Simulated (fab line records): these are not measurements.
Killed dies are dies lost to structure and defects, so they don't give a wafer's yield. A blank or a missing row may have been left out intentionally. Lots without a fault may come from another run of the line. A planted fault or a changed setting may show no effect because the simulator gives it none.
fab line records    flow n5_finfet
[record] lots = 4  wafers = 11  last_day = 16
route steps=1938 shown ILD0@335 SDB@347 BEOL_M4@1111
lots with no fault: from the same line, run without faults
start_h: start of the lot's first displayed wafer, in hours after the record's first day    wait_h: how many hours have passed since the lot's step before this one    " repeats the value in the row above    L1.1+2: a row that stands for several wafers    - no value, or no start was given    * or withheld: withheld    < > ~ a bound
route shown NAME@n: a module of which the file shows steps, and the number in the route of the first    usual: mean and standard deviation over wafers with no fault    same: alike in all rows    chamber/n: place in a boat    sites: each site's reading    _std_site: the values' standard deviation    _edge_site: outer sites' mean less inner sites'    radius_mm: for every site, how far away it sits from the centre of the wafer    mask NAME#n: copy n    behind: the most recent tool/chamber to have shaped the wafer    hold: reason for holding the lot/hours on hold/outcome of the hold    device: the transistor (n, p or np) that didn't switch    end of line: tests of these same wafers at the route's end    a step without rows: its recipe alone    killed: the dies lost at the first sort to structure and to defects; this is not the yield of the wafer    map: a wafer's dies, marking killed ones x, the rest . and places with no die _
set.NAME: the run value of the setting; set.NAME@STEP: its run value at that earlier step    model.NAME: the simulator's own value behind a step, which no gauge read
a table for each step, a row for each wafer; lots at some steps of the route
services: a tool's chamber out of use, with start hour (start_h, from the record's first day; less than 0 if before it), hours out, and reason
[[steps]]
[step N5_ILD0_LINER_00]
[recipe] material = SiNx  target_thk_a = 40  temp_c = 400  ald_precursor_family = SiH2I2  ald_co_reactant = N2/H2-plasma  pulse_time_s = 1  purge_time_s = 2  co_reactant_purge_time_s = 2  ald_cycles = 80  pressure_torr = 2
[step N5_ILD0_FCVD_FILL_01]
[recipe] material = SiO2_flowable  target_thk_a = 2000  temp_c = 100  pressure_torr = 0.8  rf_w = 2000  time_s = 328.3
[step N5_ILD0_CURE_02]
[recipe] temp_c = 450  time_s = 1800  ambient = steam  idle_temp_c = 400  ramp_up_c_per_min = 5  ramp_down_c_per_min = 3  densification_p_h2o_torr = 640
[step N5_ILD0_CMP_03]
[recipe] stop_on = SiNx  t_overpolish_s = 1.9  post_cmp_clean = alkaline_brush  down_force_psi = 4.1491  platen_rpm = 51.796  pad_velocity_m_s = 1.0306  target_thk_nm = 197.38
[step N5_ILD0_CMP_07]
[recipe] stop_on = poly-Si  material = SiO2_flowable  t_overpolish_s = 1.18  post_cmp_clean = alkaline_brush  down_force_psi = 4.1491  platen_rpm = 51.796  pad_velocity_m_s = 1.0306  target_thk_nm = 138.88
[step N5_ILD0_PRECLEAN_10]
[recipe] chemistry = NF3:NH3  afs_cycles = 5  time_s = 20  temp_c = 30  sublimation_temp_c = 180  sublimation_time_s = 60  pressure_torr = 3  rf_power_w = 30
[step N5_ILD0_ALD_15]
[recipe] material = SiNx  target_thk_a = 240  temp_c = 400  ald_precursor_family = SiH2I2  ald_co_reactant = N2/H2-plasma  pulse_time_s = 1  ald_cycles = 480  purge_time_s = 2  co_reactant_purge_time_s = 2  pressure_torr = 2
[step N5_ILD0_CMP_12]
[recipe] stop_on = poly-Si  material = SiNx  t_overpolish_s = 6  post_cmp_clean = alkaline_brush  down_force_psi = 2.5  platen_rpm = 51.8  pad_velocity_m_s = 1.0307  target_thk_nm = 17.67
[step N5_SDB_HM_DEP_00]
[recipe] material = SiNx  target_thk_a = 400  temp_c = 400  precursor = SiH4/NH3/N2  pressure_torr = 1.5  rf_w = 300  time_s = 35.3
[usual] heater_power_w = 793/92  showerhead_plenum_p_Torr = 5.14/0.042  throttle_valve_pct = 40.6/2.6
lot.wafer  tool      chamber  start_h  wait_h  heater_power_w  showerhead_plenum_p_Torr  throttle_valve_pct  model.SiNx_of_SDB_HM_DEP_00.thk_nm
L990.2     pecvd-01  1        73.96    0.0     892             5.12                      45.7                39.4
L990.5     "         1        "        "       907             5.11                      45.7                40
L990.6     "         0        "        "       795             5.10                      39.7                41
L998.1     pecvd-01  0        120.51   0.0     827             5.11                      39.8                42.4
L998.3     "         2        "        "       775             5.13                      37.5                42.6
L998.6     "         0        "        "       841             5.10                      40.0                40.2
L100.1     pecvd-01  2        132.61   0.0     775             5.11                      37.8                42.6
L100.4     "         0        "        "       886             5.10                      39.6                40.6
L107.1     pecvd-04  1        173.59   0.0     872             5.22                      43.4                39.6
L107.2     "         0        "        "       633             5.17                      43.3                39.8
L107.3     "         2        "        "       731             5.17                      40.8                40.4
[step N5_SDB_COAT_03]
[recipe] resist = SOC  temp_c = 250  time_s = 60  spin_rpm = 1500  resist_thk_nm = 100
[step N5_SDB_COAT_04]
[recipe] resist = SiARC  temp_c = 220  time_s = 60  spin_rpm = 1500  resist_thk_nm = 18
[step N5_SDB_COAT_05]
[recipe] resist = CAR-ArF  spin_rpm = 1500  resist_thk_nm = 90
[step N5_SDB_EBR_07]
[recipe] solvent = PGMEA  ebr_width_mm = 1.5
[step N5_SDB_SOFTBAKE_06]
[recipe] temp_c = 110  time_s = 60  resist = CAR-ArF
[step N5_SDB_EXPOSE_08]
[recipe] mask_id = SDB  na = 1.35  source_shape = conventional  sigma_outer = 0.5  polarization = unpolarized  dose_mj = 49.6
[step N5_SDB_PEB_09]
[recipe] peb_temp_c = withheld  peb_time_s = 60  resist = CAR-ArF
[step N5_SDB_DEVELOP_10]
[recipe] develop_time_s = 30  developer = TMAH  resist = CAR-ArF  rinse_liquid = diw  dry = air_spin  dev_temp_c = 23
[step N5_SDB_DESCUM_16]
[recipe] chemistry = O2  time_s = 7.9  source_power_w = 50  bias_power_w = 20  pressure_mtorr = 20  rf_frequency_hz = 2.712e+07  temp_c = 40  resist = CAR-ArF  o2_flow_sccm = 225
[step N5_SDB_ETCH_17]
[recipe] chemistry = CF4  target = SiARC  target_depth_a = 234  mask_material = CAR-ArF  time_s = 39  ion_energy_ev = 80  pressure_mtorr = 40  source_w = 545  bias_w = 36  Ar_flow_sccm = 100  cf4_flow_sccm = 100  ends = cleared
[step N5_SDB_ETCH_18]
[recipe] chemistry = N2/H2  target = SOC  target_depth_a = 1000  overetch_a = 200  mask_material = SiARC  temp_c = 40  time_s = 150  ion_energy_ev = 200  pressure_mtorr = 30  source_w = 840  bias_w = 150  n2_flow_sccm = 200  h2_flow_sccm = 200
[step N5_SDB_STRIP_19]
[recipe] chemistry = N2/H2  temp_c = 40  n2_flow_sccm = 200  h2_flow_sccm = 200  rf_frequency_hz = 6e+07
[step N5_SDB_STRIP_21]
[recipe] chemistry = CF4  resist = SiARC  power_w = 300  bias_power_w = 75  pressure_mtorr = 50  cf4_flow_sccm = 150  rf_frequency_hz = 6e+07
[step N5_SDB_HM_OPEN_20]
[recipe] chemistry = CH3F/O2  target = SiNx  mask_material = SOC  target_depth_a = 240  stop_on = poly-Si  over_etch_frac = 0.4  ion_energy_ev = 120  pressure_mtorr = 30  source_w = 395  bias_w = 73  Ar_flow_sccm = 150  CH3F_flow_sccm = 30  O2_flow_sccm = 20
[usual] drypump_motor_current_A = 5.7/0.51  oes_product_au = 0.64/0.062  rf_vpp_V = 298/6.3  showerhead_plenum_p_Torr = 1.97/0.07  throttle_valve_pct = 16.42/0.19
lot.wafer  tool         chamber  start_h  wait_h  drypump_motor_current_A  oes_product_au  rf_hours_counter_h  rf_vpp_V  showerhead_plenum_p_Torr  throttle_valve_pct  model.etch.depth_nm
L990.2     rie_diel-05  0        74.99    0.0     5.7                      0.62            142                 302       1.99                      16.55               23.4
L990.5     "            2        "        "       6.5                      0.68            -                   310       2.00                      16.12               24.07
L990.6     "            0        "        "       5.7                      0.66            -                   301       1.99                      16.55               25.07
L998.1     rie_diel-04  3        122.25   0.0     4.9                      0.65            138                 299       1.93                      16.57               26.33
L998.3     "            2        "        "       4.9                      0.63            188                 304       2.08                      16.47               26.55
L998.6     "            3        "        "       4.9                      0.61            -                   300       1.93                      16.57               24.23
L100.1     rie_diel-06  1        134.11   0.0     5.6                      0.64            171                 293       1.84                      16.58               26.53
L100.4     "            2        "        "       5.6                      0.77            -                   298       2.03                      15.97               24.62
L107.1     rie_diel-04  2        174.24   0.0     4.9                      0.59            200                 304       2.07                      16.49               23.53
L107.2     "            3        "        "       4.9                      0.59            158                 299       1.92                      16.62               23.86
L107.3     "            1        "        "       5.8                      0.72            42                  286       2.04                      16.51               24.32
[step N5_SDB_STRIP_22]
[recipe] chemistry = N2/H2  power_w = 1000  temp_c = 250  h2_frac = 0.65  overash_fraction = 0.3  pressure_mtorr = withheld  n2_flow_sccm = 1750  h2_flow_sccm = 3250
[step N5_SDB_PRECLEAN_23]
[recipe] chemistry = dHF  time_s = 30  temp_c = 25  dilution = withheld
[step N5_SDB_DUMMY_REMOVE_24]
[recipe] chemistry = TMAH  temp_c = 70  target = poly-Si  stop_on = SiO2  target_depth_nm = 142  conc_wt_pct = 5  time_s = 57  dry = ipa_marangoni  rinse_time_s = 30  rinse_temp_c = 23
[step N5_SDB_ETCH_25]
[recipe] chemistry = C4F6/O2  target = SiO2  target_depth_a = 100  time_s = 3.3  ion_energy_ev = 250  mask_material = SiNx  pressure_mtorr = 30  source_w = 345  bias_w = 185  Ar_flow_sccm = 300  C4F6_flow_sccm = 10  O2_flow_sccm = 10
[step N5_SDB_CUT_ETCH_26]
[recipe] chemistry = HBr/Cl2/O2  target = Si  target_depth_a = 1296  bt_time_s = 20  mask_material = SiNx  time_s = 51.8  ion_energy_ev = *  bias_w = *  pressure_mtorr = 10  icp_w = 800  HBr_flow_sccm = 150  Cl2_flow_sccm = 80  O2_flow_sccm = 12
[step N5_SDB_PRECLEAN_38]
[recipe] chemistry = dHF  time_s = 10  dilution = 750:1  temp_c = 25
lot.wafer  tool          chamber  start_h  wait_h  model.SiNx_of_SDB_HM_DEP_00.thk_nm
L990.2     wet_bench-04  6        75.55    0.1     21
L990.5     "             3        "        "       22
L990.6     "             0        "        "       23.2
L998.1+3   wet_bench-02  5,7      123.21   0.1     24.6
L998.6     "             0        "        "       22.6
L100.1     wet_bench-04  6        134.61   0.1     24.8
L100.4     "             3        "        "       22
L107.1     wet_bench-04  2        175.27   0.1     21.4
L107.2+3   "             0,1      "        "       22
[step N5_SDB_PRECLEAN_39]
[recipe] chemistry = O3/DIW  time_s = 45  temp_c = 22  o3_ppm = 10
[step N5_BEOL_M4_RC_MEAS_101]
[usual] DIBL_N = 35.9/1.9  DIBL_P = 35.8/2.4  IOFF_N = 0.15/0.031  IOFF_P = 0.21/0.037  ION_N = 672/13  ION_P = 462/8.3  SS_N = 71.5/0.72  SS_P = 73.2/0.67  VT_N = 250/3.4  VT_P = -250/3.4
lot.wafer  tool       chamber  start_h  wait_h  DIBL_N[mV/V]  DIBL_P[mV/V]  IOFF_N[nA/um]  IOFF_P[nA/um]  ION_N[uA/um]  ION_P[uA/um]  SS_N[mV/dec]  SS_P[mV/dec]  VT_N[mV]  VT_P[mV]
L990.2     prober-01  0        176.76   0.2     33.4          33.5          0.11           0.19           653           460           70.2          72.6          254       -249
L990.5     "          0        "        "       34.8          35.1          0.13           0.21           664           465           71.0          73.1          251       -248
L990.6     "          0        "        "       36.4          37.7          0.17           0.27           670           473           71.2          73.5          251       -244
L998.1     prober-02  0        220.45   0.0     37.5          36.5          0.15           0.21           667           460           71.7          73.7          253       -251
L998.3     "          0        "        "       34.5          33.5          0.11           0.18           659           462           70.8          72.1          256       -251
L998.6     "          0        "        "       36.7          35.5          0.14           0.20           666           460           71.6          72.9          251       -251
L100.1     prober-02  0        244.44   0.0     39.9          39.8          0.24           0.30           703           480           72.9          74.2          241       -244
L100.4     "          0        "        "       39.8          39.6          0.23           0.31           699           482           72.4          73.8          243       -241
L107.1     prober-01  0        286.81   0.0     36.6          36.6          0.16           0.20           692           476           71.8          73.1          249       -251
L107.2     "          0        "        "       39.5          39.0          0.20           0.24           691           469           72.5          74.2          249       -248
L107.3     "          0        "        "       37.1          36.9          0.15           0.21           673           461           71.7          73.8          251       -250
[[services]]
tool         chamber  start_h  hours  kind
rie_diel-05  3        71.28    7.9    repair
rie_diel-04  -        74.60    3.1    repair
rie_diel-06  0        82.55    4.1    repair
rie_diel-06  2        88.38    -      clean
rie_diel-06  2        88.38    -      consumable_replace:focus_ring
rie_diel-06  2        88.38    20.5   scheduled_down
rie_diel-06  2        88.38    20.5   vent_cycle
rie_diel-05  1        93.73    1.5    repair
pecvd-01     2        97.93    2.1    scheduled_down
rie_diel-06  3        112.52   -      clean
rie_diel-06  3        112.52   -      consumable_replace:focus_ring
rie_diel-06  3        112.52   19.5   scheduled_down
rie_diel-06  3        112.52   19.5   vent_cycle
pecvd-01     -        118.04   1.3    repair
rie_diel-05  -        130.49   0.3    repair
pecvd-01     1        132.42   29.7   repair
pecvd-04     0        154.02   4.6    repair
rie_diel-04  0        167.03   32.6   repair
[[key]]
first_sign none at tools or gauges
[model_effect] step = N5_SDB_HM_DEP_00  value = SiNx_of_SDB_HM_DEP_00.thk_nm  without = 39.53  struck = 42.53
[model_effect] step = N5_SDB_HM_OPEN_20  value = etch.depth_nm  without = 23.57  struck = 26.47
[model_effect] step = N5_SDB_PRECLEAN_38  value = SiNx_of_SDB_HM_DEP_00.thk_nm  without = 21.67  struck = 24.67
met_at N5_SDB_HM_DEP_00
struck_wafers L998.1,L998.3,L100.1
onset_between 73.96 120.51
[fault] kind = process_parameter_drift  tool = pecvd-01  chamber = -  onset_h = 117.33  steps = N5_SDB_HM_DEP_00  channel = time_s  offset = *  shape = step  end_h = 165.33  scope = struck_wafers_only  acts_in = *  stated = *
